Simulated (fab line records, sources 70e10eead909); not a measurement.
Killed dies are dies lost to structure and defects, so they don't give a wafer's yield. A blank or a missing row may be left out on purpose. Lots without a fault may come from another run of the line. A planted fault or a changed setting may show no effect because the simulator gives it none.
Chamber matching | flow nand_harc | NHARC_P_M2_DESCUM_14 on rie_diel-08: 4 sister chambers
The step chemistry O2, time 3 s. 4 wafers are shown with their chamber, then 12 later ones without.

WAFERS WITH THEIR CHAMBER
wafer  | chamber | drypump_motor_current_A (A)
L081.1 | 0       | 4.7
L085.2 | 3       | 5.7
L085.5 | 2       | 6.1
L085.6 | 1       | 6.1

WAFERS WITHOUT THEIR CHAMBER
wafer  | drypump_motor_current_A (A)
L086.2 | 6.1
L086.4 | 4.6
L086.5 | 4.6
L088.3 | 6.1
L088.4 | 6.1
L088.6 | 6.1
L094.2 | 6.1
L094.5 | 5.7
L094.6 | 6.1
L096.1 | 5.6
L096.5 | 6.1
L096.6 | 5.6

WHICH CHAMBER EACH WENT THROUGH
wafer  | from the rows above     | in truth
L086.2 | can't be placed: 1 or 2 | 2
L086.4 | 0                       | 0
L086.5 | 0                       | 0
L088.3 | can't be placed: 1 or 2 | 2
L088.4 | can't be placed: 1 or 2 | 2
L088.6 | can't be placed: 1 or 2 | 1
L094.2 | can't be placed: 1 or 2 | 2
L094.5 | 3                       | 3
L094.6 | can't be placed: 1 or 2 | 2
L096.1 | 3                       | 3
L096.5 | can't be placed: 1 or 2 | 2
L096.6 | 3                       | 3
Placed correctly: 5 of 12. Can't be placed from these rows: 7 (the true chamber is among the candidates in 7). Placed wrongly: 0.
How it was worked out, from the rows above alone: a wafer's distance from a chamber is the root of the sum, over the readings, of the square of ((its reading less the chamber's mean) divided by the reading's scatter). The wafer belongs to the nearest chamber; if the next one is less than 2 further off, it can't be placed. A chamber's mean is the mean of its shown wafers. The scatter: with one shown wafer a chamber, the root of the mean of the squares of how far each hidden wafer lies from its nearest shown one.
